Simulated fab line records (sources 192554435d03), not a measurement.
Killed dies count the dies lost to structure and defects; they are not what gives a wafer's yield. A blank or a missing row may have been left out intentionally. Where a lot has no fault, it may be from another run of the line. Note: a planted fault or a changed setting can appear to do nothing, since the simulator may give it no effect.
Split-lot experiment -- flow n5Finfet -- 7 lots, 21 wafers read, on a route of 1938 steps

## THE SPLIT
At N5_BEOL_M5_EXPOSE_25 (exposes mask V4, defocus 10 nm), the setting doseMj was moved away from the recipe's 52.75 on 5 of the 21 wafers read, by -2.7% to +5.7%. For the rest of the wafers, this setting stayed at what the recipe calls for.

## FROM THE SPLIT TO THE READING: what the file shows between them, 2 steps
- N5_BEOL_M5_PEB_26: peb time 60 s
- N5_BEOL_M5_DEVELOP_27: develop time 30 s

## THE READING
cdNm, in nm, at N5_BEOL_M5_CD_MEAS_28 (target cd 30.6 nm, target cd y 20 nm). A value of 30.51 nm with a standard deviation of 0.24 nm is what fault-free wafers of this fab line usually give.

wafer,"tool, chamber at the split",doseMj as run,against the recipe,"cdNm, nm",against lot-mates on the recipe
L078.2,"euvScanner-02, 0",52.75,recipe,30.53,-
L078.3,"euvScanner-02, 0",54.33,+3.0%,31.18,+0.65
L078.5,"euvScanner-02, 0",54.33,+3.0%,31.35,+0.82
L085.1,"euvScanner-01, 0",52.75,recipe,30.23,-
L085.4,"euvScanner-01, 0",52.75,recipe,30.56,-
L085.5,"euvScanner-01, 0",52.75,recipe,30.14,-
L086.1,"euvScanner-01, 0",52.75,recipe,30.96,-
L086.5,"euvScanner-01, 0",52.75,recipe,30.47,-
L086.6,"euvScanner-01, 0",52.75,recipe,30.55,-
L092.1,"euvScanner-01, 0",55.77,+5.7%,32.01,+1.47
L092.4,"euvScanner-01, 0",52.75,recipe,30.48,-
L092.6,"euvScanner-01, 0",52.75,recipe,30.59,-
L093.2,"euvScanner-01, 0",52.75,recipe,30.61,-
L093.4,"euvScanner-01, 0",52.75,recipe,30.44,-
L093.6,"euvScanner-01, 0",52.75,recipe,30.77,-
L094.2,"euvScanner-02, 0",51.35,-2.7%,29.90,-0.48
L094.3,"euvScanner-02, 0",52.75,recipe,30.38,-
L094.6,"euvScanner-02, 0",51.35,-2.7%,29.69,-0.69
L096.1,"euvScanner-02, 0",52.75,recipe,30.49,-
L096.2,"euvScanner-02, 0",52.75,recipe,30.24,-
L096.3,"euvScanner-02, 0",52.75,recipe,30.81,-

FIT RESULTS
A straight line over all 21 wafers: cdNm changes by +0.261 nm for each +1% of doseMj; r = +0.92; the points scatter about the line by 0.2 nm.
The same after taking each lot's own level away (the mean of its wafers on the recipe; 21 wafers): +0.245 nm for each +1%; r = +0.94; scatter 0.16 nm.
That fit puts the effect of the largest move of doseMj on the reading at 1.4 nm.
From 30.310 to 30.660 nm: that is the span of the lots' own levels, equal to 1.5 times the standard deviation above.
So the lot-to-lot level changes the slope little: the two slopes agree.
Check: for one of the wafers moved furthest among these (+5.7%), held out of the fit, the line's prediction against its lot-mates is +1.35 nm. It came out at +1.47 nm against them.

## THE FILE'S OWN FIT
cdNm changes by +0.25 nm for each +1% of doseMj, r = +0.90.
